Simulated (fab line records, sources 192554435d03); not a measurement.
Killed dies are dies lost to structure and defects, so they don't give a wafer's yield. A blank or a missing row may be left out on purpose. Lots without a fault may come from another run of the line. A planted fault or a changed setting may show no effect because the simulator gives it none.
Chamber matching | flow n5_finfet | N5_BEOL_M14_STRIP_37 on rie_diel-06: 4 sister chambers
The step strips in O2. 24 wafers are shown with their chamber, then 12 later ones without.

WAFERS WITH THEIR CHAMBER
wafer  | chamber | drypump_motor_current_A (A) | showerhead_plenum_p_Torr (Torr) | throttle_valve_pct (%)
L075.1 | 1       | 5.84                        | 2.10                            | 16.27
L075.5 | 0       | 5.51                        | 1.98                            | 16.92
L075.6 | 1       | 5.86                        | 2.10                            | 16.22
L074.2 | 1       | 5.87                        | 2.10                            | 16.27
L074.3 | 2       | 5.28                        | 2.07                            | 16.51
L074.5 | 2       | 5.30                        | 2.07                            | 16.56
L077.4 | 1       | 5.85                        | 2.10                            | 16.31
L077.5 | 2       | 5.24                        | 2.07                            | 16.60
L077.6 | 0       | 5.53                        | 1.98                            | 16.99
L078.1 | 1       | 5.84                        | 2.10                            | 16.29
L078.2 | 0       | 5.51                        | 1.98                            | 16.94
L078.6 | 2       | 5.29                        | 2.07                            | 16.58
L080.3 | 1       | 5.89                        | 2.09                            | 16.30
L080.4 | 3       | 5.32                        | 2.10                            | 16.89
L080.6 | 3       | 5.35                        | 2.09                            | 16.85
L083.2 | 0       | 5.51                        | 1.98                            | 16.98
L083.5 | 2       | 5.27                        | 2.07                            | 16.57
L083.6 | 3       | 5.29                        | 2.09                            | 16.91
L088.1 | 3       | 5.31                        | 2.09                            | 16.94
L088.2 | 2       | 5.27                        | 2.06                            | 16.16
L088.4 | 1       | 5.91                        | 2.08                            | 16.37
L094.2 | 2       | 5.27                        | 2.06                            | 16.15
L094.3 | 1       | 5.88                        | 2.08                            | 16.39
L094.5 | 3       | 5.29                        | 2.08                            | 16.95

SIGNATURES (means of the wafers above)
reading                  | chamber 0 | chamber 1 | chamber 2 | chamber 3 | scatter within a chamber
drypump_motor_current_A  | 5.5150    | 5.8675    | 5.2743    | 5.3120    | 0.0216
showerhead_plenum_p_Torr | 1.9800    | 2.0938    | 2.0671    | 2.0900    | 0.00682
throttle_valve_pct       | 16.9575   | 16.3025   | 16.4471   | 16.9080   | 0.117
Rule: a wafer's distance from a chamber is the root of the sum, over the readings, of the square of ((its reading less the chamber's mean) divided by the reading's scatter). The wafer belongs to the nearest chamber; if the next one is less than 2 further off, it can't be placed. The scatter: the root of (the sum of the squares of (reading less its chamber's mean) over the shown wafers, divided by (wafers less chambers)).

WAFERS WITHOUT THEIR CHAMBER
wafer  | drypump_motor_current_A (A) | showerhead_plenum_p_Torr (Torr) | throttle_valve_pct (%)
L091.2 | 5.55                        | 2.23                            | 16.58
L091.4 | 5.28                        | 2.06                            | 16.16
L091.6 | 5.54                        | 2.23                            | 16.58
L093.1 | 5.87                        | 2.08                            | 16.41
L093.2 | 5.56                        | 2.23                            | 16.56
L093.5 | 5.26                        | 2.06                            | 16.20
L097.1 | 5.28                        | 2.06                            | 16.17
L097.4 | 5.33                        | 2.08                            | 16.98
L097.6 | 5.27                        | 2.06                            | 16.21
L095.1 | 5.36                        | 2.08                            | 16.94
L095.4 | 5.51                        | 2.23                            | 16.58
L095.5 | 5.52                        | 2.23                            | 16.58

WHICH CHAMBER EACH WENT THROUGH
wafer  | from the rows above     | in truth
L091.2 | can't be placed: 3 or 1 | 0
L091.4 | 2                       | 2
L091.6 | can't be placed: 3 or 1 | 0
L093.1 | 1                       | 1
L093.2 | can't be placed: 3 or 1 | 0
L093.5 | 2                       | 2
L097.1 | 2                       | 2
L097.4 | 3                       | 3
L097.6 | 2                       | 2
L095.1 | 3                       | 3
L095.4 | 3                       | 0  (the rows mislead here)
L095.5 | 3                       | 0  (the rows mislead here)
Placed correctly: 7 of 12. Can't be placed from these rows: 3 (the true chamber is among the candidates in 0). Placed wrongly: 2.
